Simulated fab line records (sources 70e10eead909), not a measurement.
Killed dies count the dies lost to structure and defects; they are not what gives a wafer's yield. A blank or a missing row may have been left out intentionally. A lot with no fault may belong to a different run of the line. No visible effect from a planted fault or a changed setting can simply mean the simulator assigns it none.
Chamber matching ; flow nand_harc ; 4 sister chambers for NHARC_A_DECK1_JOINT_ETCHBACK_07 on rie_si-05
The step etches the open film in HBr, target depth 105 nm, time 26.9 s. 4 wafers are shown with their chamber, then 8 later ones without.

== EACH WAFER AND ITS CHAMBER ==
wafer;chamber;drypump_motor_current_A (A)
L176.6;0;6.4
L177.3;1;6.5
L182.6;3;6.2
L183.3;2;5.4

== WAFERS WITH NO CHAMBER GIVEN ==
wafer;drypump_motor_current_A (A)
L183.4;6.4
L183.5;6.2
L193.1;5.5
L193.2;6.4
L193.5;6.5
L197.1;6.2
L197.3;5.4
L197.6;6.2

== THE CHAMBER EACH PASSED THROUGH ==
wafer;from the rows above;in truth
L183.4;0;0
L183.5;3;3
L193.1;2;2
L193.2;0;0
L193.5;1;1
L197.1;3;3
L197.3;2;2
L197.6;3;3
Placed correctly: 8 of 8. Left unplaced by these rows: 0. Placed wrongly: 0.
How it was worked out, from the rows above alone: a wafer's distance from a chamber is the root of the sum, over the readings, of the square of ((its reading less the chamber's mean) divided by the reading's scatter). If the next closest chamber is less than 2 further off than the closest, the wafer can't be placed; otherwise it belongs to the closest. For every chamber, the mean is computed from those of its wafers that are shown. The scatter: with one shown wafer a chamber, the root of the mean of the squares of how far each hidden wafer lies from its nearest shown one.
